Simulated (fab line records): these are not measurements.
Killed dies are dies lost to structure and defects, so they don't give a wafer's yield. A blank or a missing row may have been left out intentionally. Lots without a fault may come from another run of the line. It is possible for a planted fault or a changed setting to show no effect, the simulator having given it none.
Which tool is to blame? | flow nand harc | 6 lots with 18 wafers sampled at 5 steps, on a route of 1302 steps

== WHAT THE GAUGES READ, wafer by wafer ==
NHARC_END_SORT_01.
lot | measured | on | killed at array

== WHICH TOOL RAN EACH LOT (tool, then ch and the chambers of the sampled wafers, then the start) ==
lot  | NHARC_A_CHANNEL_HOLE_D2_ETCH_26  | NHARC_A_CHANNEL_HOLE_D2_ETCH_44    | NHARC_A_CHANNEL_HOLE_D2_STRIP_28              | NHARC_A_CHANNEL_FILL_D2_ALD_16
L711 | har etch-01 ch 0,1, day 14 01:02 | rie diel-01 ch 0,1,2, day 14 01:58 | rie diel-01 ch 0,1,2, day 14 19:16 or earlier | ald hk-03 ch 0,1, day 14 19:16
L717 | har etch-02 ch 0,1, day 15 20:18 | rie diel-07 ch 0,1,2, day 15 21:13 | rie diel-07 ch 0,1,3, day 16 11:46 or earlier | ald hk-02 ch 0,1,3, day 16 11:46
L718 | har etch-01 ch 0,1, day 17 02:33 | rie diel-06 ch 0,2,3, day 17 03:28 | rie diel-06 ch 0,2, day 17 16:50 or earlier   | ald hk-03 ch 1,2,3, day 17 16:50
L727 | har etch-02 ch 0,1, day 20 02:31 | rie diel-01 ch 0,1, day 20 03:28   | rie diel-01 ch 0,2,3, day 20 16:25 or earlier | ald hk-03 ch 0,2,3, day 20 16:25
L729 | har etch-01 ch 0,1, day 21 12:25 | rie diel-01 ch 0,1,2, day 21 13:23 | rie diel-01 ch 0,1,3, day 22 05:28 or earlier | ald hk-02 ch 0,1,2, day 22 05:28
L733 | har etch-02 ch 0,1, day 23 07:53 | rie diel-07 ch 0,1,2, day 23 08:50 | rie diel-07 ch 1,2,3, day 24 02:13 or earlier | ald hk-04 ch 0,2,3, day 24 02:13
- NHARC_A_CHANNEL_HOLE_D2_ETCH_26: etches the open film in C4F8/O2/Ar, time 224.1 s, target depth 300 nm.
- NHARC_A_CHANNEL_HOLE_D2_ETCH_44: etches the open film in CF4/O2, target depth 140 nm, overetch 14 nm, time 77 s.
- NHARC_A_CHANNEL_HOLE_D2_STRIP_28: strips in O2.
- NHARC_A_CHANNEL_FILL_D2_ALD_16: deposits SiO2, target thk 1.5 nm, pulse time 10 s, ald cycles 15.

== THE ANSWER, worked out from the rows above alone ==
Rule: the usual values come from the lots themselves. Put in order of their means at a reading, lots are off if they are a third of the lots or fewer, leave a main group of 4 or more, and stand apart from it by a gap of 3 or more times the standard deviation of the main group's means; of several such gaps the widest counts. If all means in a main group match to the digits the tables above print for the reading, that group is not used. A lot without any number at a reading at which 4 lots or more have one is off too. All remaining lots with rows at the step are treated as sound.
No lot is off on any of the readings shown, so nothing can be concluded from this.

== WHAT THE SIMULATOR PUT IN ==
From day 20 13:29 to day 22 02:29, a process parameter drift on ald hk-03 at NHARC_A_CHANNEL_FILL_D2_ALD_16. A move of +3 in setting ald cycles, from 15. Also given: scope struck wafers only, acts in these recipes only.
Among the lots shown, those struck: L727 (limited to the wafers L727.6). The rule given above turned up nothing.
